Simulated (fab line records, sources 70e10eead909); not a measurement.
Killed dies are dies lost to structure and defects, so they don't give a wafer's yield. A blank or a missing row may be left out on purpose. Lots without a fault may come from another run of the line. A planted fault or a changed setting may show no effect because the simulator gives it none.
Chamber matching | flow nand_harc | NHARC_A_WL_FILL_ALD_10 on ald_hk-02: 4 sister chambers
The step deposits SiO2, target thk 50 nm, pulse time 10 s, ald cycles 500. 8 wafers are shown with their chamber, then 12 later ones without.

WAFERS WITH THEIR CHAMBER
wafer  | chamber | heater_power_w (W) | precursor_pulse_height_rel
L083.2 | 2       | 360                | 0.982
L085.3 | 1       | 469                | 0.995
L086.3 | 3       | 449                | 0.986
L086.2 | 1       | 465                | 1.002
L086.6 | 0       | 477                | 1.004
L089.1 | 0       | 486                | 1.003
L089.3 | 3       | 447                | 0.961
L089.4 | 2       | 375                | 1.002

WAFERS WITHOUT THEIR CHAMBER
wafer  | heater_power_w (W) | precursor_pulse_height_rel
L088.4 | 470                | 1.000
L088.5 | 445                | 1.046
L088.6 | 474                | 0.984
L094.1 | 379                | 0.980
L094.3 | 472                | 1.015
L094.6 | 437                | 0.990
L095.4 | 445                | 0.980
L095.1 | 468                | 0.979
L095.5 | 377                | 1.014
L096.3 | 370                | 0.988
L096.4 | 443                | 0.983
L096.1 | 492                | 0.994

WHICH CHAMBER EACH WENT THROUGH
wafer  | from the rows above          | in truth
L088.4 | can't be placed: 1 or 0      | 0
L088.5 | can't be placed: 1 or 3 or 0 | 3
L088.6 | can't be placed: 1 or 0      | 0
L094.1 | 2                            | 2
L094.3 | can't be placed: 1 or 0      | 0
L094.6 | 3                            | 3
L095.4 | 3                            | 3
L095.1 | can't be placed: 1 or 0 or 3 | 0
L095.5 | 2                            | 2
L096.3 | 2                            | 2
L096.4 | 3                            | 3
L096.1 | 0                            | 0
Placed correctly: 7 of 12. Can't be placed from these rows: 5 (the true chamber is among the candidates in 5). Placed wrongly: 0.
How it was worked out, from the rows above alone: a wafer's distance from a chamber is the root of the sum, over the readings, of the square of ((its reading less the chamber's mean) divided by the reading's scatter). The wafer belongs to the nearest chamber; if the next one is less than 2 further off, it can't be placed. A chamber's mean is the mean of its shown wafers. The scatter: the root of (the sum of the squares of (reading less its chamber's mean) over the shown wafers, divided by (wafers less chambers)).
